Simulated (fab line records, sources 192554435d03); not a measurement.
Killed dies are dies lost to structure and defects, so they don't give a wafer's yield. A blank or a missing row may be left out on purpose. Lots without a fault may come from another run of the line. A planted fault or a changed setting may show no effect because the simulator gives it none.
One fault seen from 2 desks | flow n5_finfet | each desk has only its own numbers; what lay behind them comes last

THE TOOL OWNER'S DESK: rie_diel-06
The tool's own readings at N5_SDB_HM_OPEN_20 (chemistry CH3F/O2, target SiNx, stops on poly-Si, target depth 24 nm): means of the sampled wafers that have a number, for each lot that ran on this tool. A lot is out of limits, marked OUT, if its mean lies more than 4 standard deviations from the usual mean; the brackets give that distance.
Columns: A = bias_w at N5_SDB_HM_OPEN_20, usual 73.01 W; B = drypump_motor_current_A at N5_SDB_HM_OPEN_20, usual 5.58 A; C = oes_product_au at N5_SDB_HM_OPEN_20, usual 0.65 a.u.; D = rf_vpp_V at N5_SDB_HM_OPEN_20, usual 295 V; E = showerhead_plenum_p_Torr at N5_SDB_HM_OPEN_20, usual 2.03 Torr; F = throttle_valve_pct at N5_SDB_HM_OPEN_20, usual 16.4 %
lot  | first seen here | A     | B    | C    | D   | E    | F
L340 | day 4 12:17     | 73.03 | 5.51 | 0.67 | 293 | 2.02 | 16.4
L344 | day 5 13:06     | 72.93 | 5.42 | 0.63 | 292 | 2.06 | 16.6
L354 | day 7 22:51     | 73.25 | 5.69 | 0.64 | 295 | 2.00 | 16.4
L356 | day 8 15:29     | 73.10 | 5.70 | 0.65 | 295 | 1.99 | 16.4
L339 | day 8 15:49     | 73.18 | 5.69 | 0.65 | 295 | 1.99 | 16.4
L360 | day 9 12:34     | 72.97 | 5.56 | 0.61 | 288 | 2.02 | 16.5
This desk's finding: nothing out of limits on any of the 6 lots.

THE METROLOGY DESK
What the gauges read, lot by lot, whatever tool the lot ran on: means of the sampled wafers that have a number. A lot is out of limits, marked OUT, if its mean lies more than 4 standard deviations from the usual mean; the brackets give that distance. Of its 11 readings 7 are shown: those that lie furthest out on some lot.
Columns: A = cd_nm at N5_SDB_CD_MEAS_11, usual 50.8 nm; B = DIBL_N at N5_BEOL_M4_RC_MEAS_101, usual 36.1 mV/V; C = DIBL_P at N5_BEOL_M4_RC_MEAS_101, usual 35.7 mV/V; D = ION_N at N5_BEOL_M4_RC_MEAS_101, usual 673 uA/um; E = ION_P at N5_BEOL_M4_RC_MEAS_101, usual 462 uA/um; F = SS_N at N5_BEOL_M4_RC_MEAS_101, usual 71.4 mV/dec; G = VT_P at N5_BEOL_M4_RC_MEAS_101, usual -250 mV
lot  | first seen here | A    | B    | C    | D   | E   | F    | G
L337 | day 3 20:02     | 51.1 | 33.4 | 33.7 | 662 | 462 | 71.2 | -249
L338 | day 4 01:08     | 50.1 | 35.7 | 36.7 | 677 | 459 | 72.1 | -253
L340 | day 4 11:58     | 51.3 | 35.3 | 32.8 | 682 | 476 | 71.3 | -246
L343 | day 5 05:12     | 49.9 | 36.5 | 37.3 | 677 | 450 | 72.2 | -253
L344 | day 5 12:44     | 51.2 | 37.3 | 35.2 | 674 | 460 | 71.6 | -250
L349 | day 6 16:44     | 49.6 | 37.7 | 36.2 | 671 | 460 | 71.6 | -250
L354 | day 7 22:32     | 50.9 | 36.2 | 37.0 | 686 | 465 | 71.9 | -250
L355 | day 8 04:56     | 49.7 | 37.8 | 37.5 | 680 | 464 | 71.4 | -249
L356 | day 8 14:43     | 53.1 | 36.3 | 33.5 | 660 | 452 | 71.3 | -254
L339 | day 8 14:55     | 52.3 | 35.2 | 35.9 | 678 | 473 | 71.6 | -246
L357 | day 9 00:33     | 50.2 | 35.7 | 36.4 | 677 | 462 | 71.2 | -251
L360 | day 9 12:14     | 48.8 | 37.4 | 35.8 | 675 | 472 | 70.9 | -248
L359 | day 9 13:11     | 50.3 | 35.5 | 35.1 | 675 | 470 | 71.0 | -244
This desk's finding: nothing out of limits on any of the 13 lots.

PUT TOGETHER
The tool owner's desk saw nothing out of limits.
The metrology desk saw nothing out of limits.

WHAT THE SIMULATOR HAD PUT IN
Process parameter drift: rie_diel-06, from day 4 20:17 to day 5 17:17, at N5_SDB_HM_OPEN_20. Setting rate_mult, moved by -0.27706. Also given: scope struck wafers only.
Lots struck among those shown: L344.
